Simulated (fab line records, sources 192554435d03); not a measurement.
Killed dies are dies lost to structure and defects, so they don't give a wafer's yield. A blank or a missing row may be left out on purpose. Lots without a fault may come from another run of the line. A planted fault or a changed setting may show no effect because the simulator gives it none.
Problem report in the 8D (eight disciplines) form, filled by code | flow n5_finfet | the parts of the form that need people (team, actions taken, sign-off) are left out

1. THE PROBLEM
spin_speed_rpm at N5_BEOL_M9_COAT_60 reads a mean of 1426.6 rpm on 6 wafers of 2 lots; wafers without a fault read 1500.2 rpm with a standard deviation of 1. That is -74 standard deviations from the usual mean.
The step: time 60 s, resist thk 30 nm.
First seen on wafer L837.1, day 13 16:17, on litho_track-03. The record holds 36 wafers of 12 lots with a number at this step. Rule for "out", or "out of limits": more than 4 standard deviations from the usual mean. The other wafers with a number count as sound.

2. WHAT IT IS AND WHAT IT IS NOT
question                    | is                     | is not
which readings at this step | spin_speed_rpm         | dispense_pressure_kPa
which lots                  | L837, L839             | L822, L824, L825, L827, L828, L831, L832, L833, L840, L842
which wafers of those lots  | all that have a number | -
read on which tools         | litho_track-03         | litho_track-02, litho_track-04
when                        | from day 13 16:17      | up to then (24 sound wafers); but 6 sound wafers of L840, L842 came after

3. SUSPECTS, AND WHAT RULES EACH OUT
Counting: a tool at a process step up to the reading stays a suspect if it ran every lot that is out and no sound lot after the first of them.
- pecvd-01 at N5_BEOL_M8_DEP_56 (deposits SiCN from 3MS/NH3, target thk 10 nm, time 17.5 s): kept. It ran every lot that is out, first L837 (day 13 14:01), and no sound lot after that; its last sound lot up to then is L833 (day 12 14:33).
- litho_track-03 at N5_BEOL_M9_COAT_60 (time 60 s, resist thk 30 nm): kept. It ran every lot that is out, first L837 (day 13 16:17), and no sound lot after that; its last sound lot up to then is L833 (day 12 16:29). Its own readings are out on those wafers: spin_speed_rpm.
Left after counting: pecvd-01 at N5_BEOL_M8_DEP_56, litho_track-03 at N5_BEOL_M9_COAT_60.

4. THE CAUSE (what the simulator had put in)
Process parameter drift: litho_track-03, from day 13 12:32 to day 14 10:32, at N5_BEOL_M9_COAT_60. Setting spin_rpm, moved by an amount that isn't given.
Counting left 2 suspects, and this tool is among them.

5. THE CHAIN OF EFFECTS, in route order
Each row: a reading whose mean over the struck wafers that have a number lies more than 3 standard deviations from the usual. Only readings for which the record gives a usual standard deviation are gone through. hours: the time from each lot's start at the first step in this table that gives one to its start at this step, as a median over the lots. sigmas: the change in usual standard deviations.
hours | step               | reading        | usual      | on struck wafers | change | sigmas
0     | N5_BEOL_M9_COAT_60 | spin_speed_rpm | 1500.2 rpm | 1426.6           | -73.6  | -74
The process steps in it:
- N5_BEOL_M9_COAT_60: time 60 s, resist thk 30 nm.

6. WHAT WOULD HAVE CAUGHT IT SOONER
In this record the first reading out of limits was taken at day 13 16:17, 4 hours after the fault began at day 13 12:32.
